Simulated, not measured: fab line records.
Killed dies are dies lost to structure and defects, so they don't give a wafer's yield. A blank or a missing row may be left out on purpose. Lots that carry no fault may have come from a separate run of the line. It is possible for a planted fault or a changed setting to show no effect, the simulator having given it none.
Struck lot and sound lot, side by side	flow n5-finfet	16 steps out of a route of 1938
Sound: the wafers L488.3, L488.4, L488.6. Struck: wafers L491.1, L491.2, L491.4. Last of all comes the cause.
Each step with rows lists, per side, the tool, then ch with its chambers, then its first start. Under that, the readings that differ: sound wafers	struck wafers	difference of the means	sigmas: that difference in standard deviations of wafers without a fault.
alike: words and numbers the same on both sides, and readings whose means are apart by under 2 such deviations; not compared: readings that were withheld, readings missing a value for some wafer, numbers with overlapping values and no deviation given by the record, and bounds like >300 which may hide the same value.
A row with sigmas, a row that says differs or no value, or rows on one side alone: a step with any of these is where the two part. Non-overlapping numbers with no deviation appear without sigmas and do not part them. A reading that every wafer of one side lacks parts them only if that side has two wafers or more.

first, 1 step without rows for these wafers: N5_BEOL_M3_DEGAS_44 (time 60 s).
N5_BEOL_M3_PRE_CLEAN_45: time 30 s.
  sound: pvd-sputter-02 at day 7 19:53; struck: pvd-sputter-03 at day 8 14:47
  alike: heater-power-w
then, 3 steps without rows for these wafers: N5_BEOL_M3_ALD_84 (deposits TaN, pulse time 2 s, purge time 3 s, co reactant purge time 2 s); N5_BEOL_M3_SURFACE_TREAT_85; N5_BEOL_M3_CVD_47 (deposits Co from CCTBA/H2, target thk 3 nm, time 223.8 s).
N5_BEOL_M3_SPUTTER_48: material Cu, target thk 4.5 nm, time 8.29 s.
  sound: pvd-sputter-02 at day 7 20:25; struck: pvd-sputter-03 at day 8 15:22
  alike: throttle-valve-pct
then, 1 step without rows for these wafers: N5_BEOL_M3_ANNEAL_49 (time 240 s).
N5_BEOL_M3_SPUTTER_79: material Cu, target thk 4.5 nm, time 8.29 s.
  sound: pvd-sputter-02 at day 7 20:38; struck: pvd-sputter-03 at day 8 15:35
  alike: throttle-valve-pct
then, 2 steps without rows for these wafers: N5_BEOL_M3_ANNEAL_80 (time 240 s); N5_BEOL_M3_SPUTTER_81 (material Cu, target thk 4.5 nm, time 8.29 s).
N5_BEOL_M3_ANNEAL_82: time 240 s.
  sound: pvd-sputter-02 at day 7 20:56; struck: pvd-sputter-03 at day 8 15:53
  alike: heater-power-w, susceptor-temp-C
then, 1 step without rows for these wafers: N5_BEOL_M3_SPUTTER_86 (material Cu, target thk 4.5 nm, time 8.29 s).
N5_BEOL_M3_ANNEAL_87: time 240 s.
  sound: pvd-sputter-02 at day 7 21:09; struck: pvd-sputter-03 at day 8 16:07
  no value came back on the struck wafers for heater-power-w (W), susceptor-temp-C (C); on the sound wafers heater-power-w (W) reads 845 811 1049
N5_BEOL_M3_SPUTTER_88: material Cu, target thk 4.5 nm, time 8.29 s.
  sound: pvd-sputter-02 at day 7 21:17; struck: pvd-sputter-03 at day 8 16:15
  alike: throttle-valve-pct
N5_BEOL_M4_RC_MEAS_101:
  sound on prober-02 ch 0, day 8 13:30; struck on prober-02 ch 0, day 9 08:16
  alike: DIBL_N, DIBL_P, IOFF_N, IOFF_P, ION_N, ION_P, SS_N, SS_P, VT_N, VT_P
N5_PASSIVATION_PROBE_49:
  sound wafers here have rows in the record (prober-02, day 13 09:05); struck ones have none

WHERE THEY PART
Earliest at N5_BEOL_M3_ANNEAL_87; latest, in this record, at N5_PASSIVATION_PROBE_49.

WHY: whatever the simulator had introduced
Step skipped in full: pvd-sputter-03, at N5_BEOL_M3_ANNEAL_87, from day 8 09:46 onward. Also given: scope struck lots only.
